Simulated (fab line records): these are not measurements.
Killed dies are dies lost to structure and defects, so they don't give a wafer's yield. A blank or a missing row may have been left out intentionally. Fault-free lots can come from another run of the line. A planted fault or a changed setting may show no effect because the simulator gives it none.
Chamber matching || flow nand-harc || NHARC_A_BONDPAD_CMP_19 on cmp-03 has 4 sister chambers
The step polishes, t overpolish 30 s, cu recess touch 16 s, target thk 169.82 nm. 8 wafers are shown with their chamber, then 7 later ones without.

WAFERS WITH THEIR CHAMBER
{"wafer": "L074.5", "chamber": 2, "motor-current-A (A)": 11.6, "overpolish-run-s (s)": 29.998}
{"wafer": "L076.4", "chamber": 2, "motor-current-A (A)": 11.4, "overpolish-run-s (s)": 30.013}
{"wafer": "L077.1", "chamber": 0, "motor-current-A (A)": 10.2, "overpolish-run-s (s)": 29.991}
{"wafer": "L077.6", "chamber": 1, "motor-current-A (A)": 14.6, "overpolish-run-s (s)": 30.017}
{"wafer": "L078.2", "chamber": 1, "motor-current-A (A)": 14.2, "overpolish-run-s (s)": 29.999}
{"wafer": "L078.4", "chamber": 0, "motor-current-A (A)": 10.9, "overpolish-run-s (s)": 30.002}
{"wafer": "L080.2", "chamber": 3, "motor-current-A (A)": 11.7, "overpolish-run-s (s)": 30.007}
{"wafer": "L080.5", "chamber": 3, "motor-current-A (A)": 11.1, "overpolish-run-s (s)": 30.004}

WAFERS WHOSE CHAMBER IS MISSING
{"wafer": "L080.6", "motor-current-A (A)": 11.9, "overpolish-run-s (s)": 29.999}
{"wafer": "L083.2", "motor-current-A (A)": 12.1, "overpolish-run-s (s)": 29.980}
{"wafer": "L083.3", "motor-current-A (A)": 13.7, "overpolish-run-s (s)": 29.994}
{"wafer": "L083.4", "motor-current-A (A)": 11.2, "overpolish-run-s (s)": 29.999}
{"wafer": "L094.1", "motor-current-A (A)": 11.9, "overpolish-run-s (s)": 29.991}
{"wafer": "L094.4", "motor-current-A (A)": 10.8, "overpolish-run-s (s)": 30.002}
{"wafer": "L094.5", "motor-current-A (A)": 13.4, "overpolish-run-s (s)": 30.004}

CHAMBER TAKEN BY EACH
{"wafer": "L080.6", "from the rows above": "can't be placed: 2 or 3", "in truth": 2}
{"wafer": "L083.2", "from the rows above": "can't be placed: 2 or 3 or 0", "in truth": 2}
{"wafer": "L083.3", "from the rows above": 1, "in truth": 1}
{"wafer": "L083.4", "from the rows above": "can't be placed: 3 or 2 or 0", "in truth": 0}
{"wafer": "L094.1", "from the rows above": "can't be placed: 2 or 3 or 0", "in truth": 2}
{"wafer": "L094.4", "from the rows above": "can't be placed: 0 or 3 or 2", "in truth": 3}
{"wafer": "L094.5", "from the rows above": 1, "in truth": 1}
2 of 7 placed correctly. These rows do not allow placing 5 (true chamber among the candidates in 5). Wrongly placed: 0.
How it was worked out, from the rows above alone: a wafer's distance from a chamber is the root of the sum, over the readings, of the square of ((its reading less the chamber's mean) divided by the reading's scatter). The wafer belongs to the nearest chamber; if the next one is less than 2 further off, it can't be placed. A chamber's mean is the mean of its shown wafers. The scatter: take each reading less its chamber's mean, square it, sum over the shown wafers, divide by the number of wafers less the number of chambers, and take the root.
